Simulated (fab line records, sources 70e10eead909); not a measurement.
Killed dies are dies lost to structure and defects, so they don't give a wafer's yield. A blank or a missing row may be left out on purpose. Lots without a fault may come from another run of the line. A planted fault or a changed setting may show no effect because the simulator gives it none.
Which tool did it? | flow nand_harc | 13 lots, 39 wafers sampled, at 2 steps of a route of 1302

WHAT THE GAUGES READ, wafer by wafer
NHARC_A_M1_OVL_MEAS_10: pitch 240 nm.
lot  | measured     | on         | overlay_x_nm (nm) | overlay_y_nm (nm)
L804 | day 22 18:41 | overlay-01 | 1.1 1.0 1.3       | -0.1 -0.5 -0.9
L805 | day 23 14:32 | overlay-01 | -0.9 -0.2 -0.7    | -1.0 -1.4 -1.6
L808 | day 24 06:11 | overlay-01 | -0.4 0.0 0.1      | 0.9 0.3 1.2
L810 | day 25 17:17 | overlay-02 | 0.0 0.0 0.0       | 0.5 0.6 0.5
L818 | day 28 18:08 | overlay-02 | 1.3 0.1 1.1       | -1.2 -0.1 -0.5
L819 | day 29 01:13 | overlay-01 | 0.1 1.0 0.7       | 0.4 0.6 1.0
L820 | day 29 03:41 | overlay-02 | 0.1 -0.2 -0.7     | 0.7 0.7 0.6
L823 | day 30 02:40 | overlay-01 | -2.1 -1.4 -1.3    | -0.2 0.3 -0.3
L821 | day 30 04:21 | overlay-01 | -0.6 0.1 -0.2     | -0.2 0.0 0.2
L822 | day 30 10:21 | overlay-02 | 0.5 0.1 0.4       | -0.7 -0.7 -0.8
L824 | day 31 07:05 | overlay-02 | 0.8 0.6 0.8       | -0.8 -0.7 -1.1
L825 | day 31 20:47 | overlay-01 | -0.6 -0.7 -1.3    | 0.0 -0.6 0.0
L826 | day 32 00:48 | overlay-01 | 0.5 0.8 0.8       | -1.7 -1.4 -1.6

WHICH TOOL RAN EACH LOT (tool, then ch and the chambers of the sampled wafers, then the start)
lot  | NHARC_A_M0_PVD_20
L804 | pvd_sputter-01, day 22 18:41 or earlier
L805 | pvd_sputter-03, day 23 14:32 or earlier
L808 | pvd_sputter-01, day 24 06:11 or earlier
L810 | pvd_sputter-02, day 25 17:17 or earlier
L818 | pvd_sputter-01, day 28 18:08 or earlier
L819 | pvd_sputter-02, day 29 01:13 or earlier
L820 | pvd_sputter-02, day 29 03:41 or earlier
L823 | pvd_sputter-01, day 30 02:40 or earlier
L821 | pvd_sputter-01, day 30 04:21 or earlier
L822 | pvd_sputter-03, day 30 10:21 or earlier
L824 | pvd_sputter-02, day 31 07:05 or earlier
L825 | pvd_sputter-01, day 31 20:47 or earlier
L826 | pvd_sputter-02, day 32 00:48 or earlier
- NHARC_A_M0_PVD_20: deposits TaN, target thk 5 nm, time 8.06 s.

WHAT THE TOOLS THEMSELVES READ (means of the sampled wafers that have a number; where no wafer has one, the mark that the record gives instead)
NHARC_A_M0_PVD_20.
lot  | tool           | throttle_valve_pct (%)
L804 | pvd_sputter-01 | 30.2
L805 | pvd_sputter-03 | 29.0
L808 | pvd_sputter-01 | 29.8
L810 | pvd_sputter-02 | 30.7
L818 | pvd_sputter-01 | 30.9
L819 | pvd_sputter-02 | 30.2
L820 | pvd_sputter-02 | 30.7
L823 | pvd_sputter-01 | 31.2
L821 | pvd_sputter-01 | 30.9
L822 | pvd_sputter-03 | 29.2
L824 | pvd_sputter-02 | 28.8
L825 | pvd_sputter-01 | 29.6
L826 | pvd_sputter-02 | 29.6

THE ANSWER, worked out from the rows above alone
Rule: what is usual is taken from the lots themselves. Put in order of their means at a reading, lots are off if they are a third of the lots or fewer, leave a main group of 4 or more, and stand apart from it by a gap of 3 or more times the standard deviation of the main group's means; of several such gaps the widest counts. A main group whose means are all the same, to the digits that the tables above print for the reading, isn't used. A lot without any number at a reading at which 4 lots or more have one is off too. The other lots that the step has rows for count as sound. The gauges are gone through in route order, then the tools' own readings, and for those a lot's mean is taken as printed above. The first step at which some lot is off is used, and at that step the reading that is off furthest; a lot without a number counts as furthest.
No lot is off at any reading shown: from this, nothing can be told.

WHAT THE SIMULATOR HAD PUT IN
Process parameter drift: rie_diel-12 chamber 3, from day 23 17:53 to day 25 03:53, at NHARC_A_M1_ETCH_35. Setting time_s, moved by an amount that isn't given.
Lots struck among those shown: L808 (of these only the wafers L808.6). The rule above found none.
